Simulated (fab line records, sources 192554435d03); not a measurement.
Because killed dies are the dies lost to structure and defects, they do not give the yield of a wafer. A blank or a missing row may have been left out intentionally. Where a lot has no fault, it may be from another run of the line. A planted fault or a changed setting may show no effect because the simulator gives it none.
Which of the tools did it? / flow n5 finfet / 24 wafers from 8 lots sampled at 6 of the route's 1938 steps

== WHAT THE GAUGES READ, wafer by wafer ==
N5_BEOL_M4_RC_MEAS_101.
lot=L589; measured=day 7 22:57; on=prober-02; DIBL_N (mV/V)=37.0 36.5 36.5
lot=L594; measured=day 9 11:07; on=prober-01; DIBL_N (mV/V)=35.0 32.6 31.7
lot=L595; measured=day 9 12:15; on=prober-02; DIBL_N (mV/V)=35.1 37.4 38.2
lot=L596; measured=day 9 11:01; on=prober-02; DIBL_N (mV/V)=35.9 33.1 36.3
lot=L605; measured=day 12 00:47; on=prober-01; DIBL_N (mV/V)=35.6 34.8
lot=L609; measured=day 13 07:49; on=prober-01; DIBL_N (mV/V)=37.3 35.4 35.8
lot=L611; measured=day 13 22:01; on=prober-01; DIBL_N (mV/V)=38.1 37.9 35.8
lot=L612; measured=day 14 01:53; on=prober-02; DIBL_N (mV/V)=34.6 36.8 36.9

== EACH LOT AND THE TOOL THAT RAN IT (in order: tool; ch and the chambers of the sampled wafers; start) ==
lot=L589; N5_SPACER0_ALD_00=ald sin-02 ch 1,2,3, day 3 02:19; N5_SD_EPI_N_VAPOR_ETCH_50=epi rpcvd-01 ch 0, day 3 05:07; N5_SD_EPI_P_ETCH_37=rie diel-02 ch 0,2,3, day 3 08:08; N5_SD_EPI_P_ETCHBACK_46=rie diel-02 ch 0,2,3, day 3 08:28; N5_SD_EPI_P_STRIP_40=plasma asher-01 ch 0,1, day 3 08:53
lot=L594; N5_SPACER0_ALD_00=ald sin-02 ch 1,2,3, day 4 05:32; N5_SD_EPI_N_VAPOR_ETCH_50=epi rpcvd-02 ch 0, day 4 08:17; N5_SD_EPI_P_ETCH_37=rie diel-02 ch 0,1,3, day 4 12:05; N5_SD_EPI_P_ETCHBACK_46=rie diel-02 ch 0,1,3, day 4 12:25; N5_SD_EPI_P_STRIP_40=plasma asher-01 ch 0,1, day 4 12:50
lot=L595; N5_SPACER0_ALD_00=ald sin-03 ch 0,1,3, day 4 12:52; N5_SD_EPI_N_VAPOR_ETCH_50=epi rpcvd-04 ch 0, day 4 15:20; N5_SD_EPI_P_ETCH_37=rie diel-02 ch 1,3, day 4 18:59; N5_SD_EPI_P_ETCHBACK_46=rie diel-02 ch 1,3, day 4 19:19; N5_SD_EPI_P_STRIP_40=plasma asher-02 ch 0,1, day 4 19:44
lot=L596; N5_SPACER0_ALD_00=ald sin-03 ch 1,2,3, day 4 18:44; N5_SD_EPI_N_VAPOR_ETCH_50=epi rpcvd-04 ch 0, day 4 21:08; N5_SD_EPI_P_ETCH_37=rie diel-02 ch 1,2, day 5 00:25; N5_SD_EPI_P_ETCHBACK_46=rie diel-02 ch 1,2, day 5 00:44; N5_SD_EPI_P_STRIP_40=plasma asher-01 ch 0,1, day 5 01:10
lot=L605; N5_SPACER0_ALD_00=ald sin-04 ch 2,3, day 7 01:08; N5_SD_EPI_N_VAPOR_ETCH_50=epi rpcvd-01 ch 0, day 7 03:39; N5_SD_EPI_P_ETCH_37=rie diel-02 ch 0,2,3, day 7 07:14; N5_SD_EPI_P_ETCHBACK_46=rie diel-02 ch 0,2,3, day 7 07:34; N5_SD_EPI_P_STRIP_40=plasma asher-01 ch 0,1, day 7 07:59
lot=L609; N5_SPACER0_ALD_00=ald sin-04 ch 2,3, day 8 00:03; N5_SD_EPI_N_VAPOR_ETCH_50=epi rpcvd-04 ch 0, day 8 02:31; N5_SD_EPI_P_ETCH_37=rie diel-01 ch 0,1,3, day 8 06:01; N5_SD_EPI_P_ETCHBACK_46=rie diel-01 ch 0,1,3, day 8 06:20; N5_SD_EPI_P_STRIP_40=plasma asher-02 ch 0,1, day 8 06:45
lot=L611; N5_SPACER0_ALD_00=ald sin-02 ch 0,3, day 8 15:32; N5_SD_EPI_N_VAPOR_ETCH_50=epi rpcvd-04 ch 0, day 8 18:17; N5_SD_EPI_P_ETCH_37=rie diel-01 ch 2,3, day 8 21:34; N5_SD_EPI_P_ETCHBACK_46=rie diel-01 ch 2,3, day 8 21:53; N5_SD_EPI_P_STRIP_40=plasma asher-01 ch 0,1, day 8 22:19
lot=L612; N5_SPACER0_ALD_00=ald sin-02 ch 0,3, day 8 18:14; N5_SD_EPI_N_VAPOR_ETCH_50=epi rpcvd-01 ch 0, day 8 20:40; N5_SD_EPI_P_ETCH_37=rie diel-01 ch 0,2,3, day 8 23:34; N5_SD_EPI_P_ETCHBACK_46=rie diel-01 ch 0,2,3, day 8 23:53; N5_SD_EPI_P_STRIP_40=plasma asher-01 ch 0,1, day 9 00:19
- N5_SPACER0_ALD_00: deposits SiOCN, target thk 3.5 nm, pulse time 3 s, purge time 2 s.
- N5_SD_EPI_N_VAPOR_ETCH_50: etches Si in HCl, time 54 s.
- N5_SD_EPI_P_ETCH_37: etches SOC in N2/H2, overetch 108 nm, time 486 s.
- N5_SD_EPI_P_ETCHBACK_46: etches SiNx in CH3F/O2, stops on SiO2, target depth 17.5 nm.
- N5_SD_EPI_P_STRIP_40: strips in N2/H2.

== THE ANSWER, worked out from the rows above alone ==
Rule: the lots themselves supply what counts as usual. Put in order of their means at a reading, lots are off if they are a third of the lots or fewer, leave a main group of 4 or more, and stand apart from it by a gap of 3 or more times the standard deviation of the main group's means; of several such gaps the widest counts. The tables above print the reading to a certain number of digits; a main group whose means all agree to those digits is not used. Also off: a lot with no number at a reading for which 4 or more lots have one. Any other lot the step has rows for is counted as sound.
Across all readings shown, no lot is off: no conclusion can be drawn from this.

== WHAT THE SIMULATOR HAD PUT IN ==
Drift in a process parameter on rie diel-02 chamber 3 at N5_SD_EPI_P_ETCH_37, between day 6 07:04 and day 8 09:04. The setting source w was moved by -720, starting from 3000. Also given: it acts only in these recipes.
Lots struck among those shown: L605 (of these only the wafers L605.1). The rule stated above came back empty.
